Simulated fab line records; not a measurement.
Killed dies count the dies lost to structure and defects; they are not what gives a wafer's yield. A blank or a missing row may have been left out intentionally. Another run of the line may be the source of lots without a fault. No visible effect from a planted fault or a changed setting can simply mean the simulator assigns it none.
Matching of chambers | flow nand_harc | 4 sister chambers for NHARC_A_DECK1_JOINT_CMP_02 on cmp-02
The step polishes SiOx. 4 wafers are shown with their chamber, then 8 later ones without.

## EACH WAFER AND ITS CHAMBER
wafer  | chamber | motor_current_A (A)
L085.1 | 2       | 10.9
L089.3 | 0       | 12.0
L089.4 | 1       | 10.2
L092.1 | 3       | 10.7

## WAFERS WITH NO CHAMBER GIVEN
wafer  | motor_current_A (A)
L092.4 | 10.1
L092.5 | 11.7
L096.2 | 11.2
L096.4 | 12.2
L096.5 | 11.4
L097.1 | 10.6
L097.3 | 12.4
L097.4 | 12.3

## THE CHAMBER EACH PASSED THROUGH
wafer  | from the rows above          | in truth
L092.4 | can't be placed: 1 or 3      | 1
L092.5 | can't be placed: 0 or 2      | 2
L096.2 | can't be placed: 2 or 3 or 0 | 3
L096.4 | 0                            | 0
L096.5 | can't be placed: 2 or 0 or 3 | 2
L097.1 | can't be placed: 3 or 2 or 1 | 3
L097.3 | 0                            | 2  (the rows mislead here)
L097.4 | 0                            | 0
2 of 8 placed correctly. Can't be placed from these rows: 5 (the true chamber is among the candidates in 5). Wrongly placed: 1.
How it was worked out, from the rows above alone: a wafer's distance from a chamber is the root of the sum, over the readings, of the square of ((its reading less the chamber's mean) divided by the reading's scatter). If the next closest chamber is less than 2 further off than the closest, the wafer can't be placed; otherwise it belongs to the closest. For every chamber, the mean is computed from those of its wafers that are shown. The scatter: root of mean squared gap, hidden wafer to nearest shown wafer, with one shown wafer a chamber.
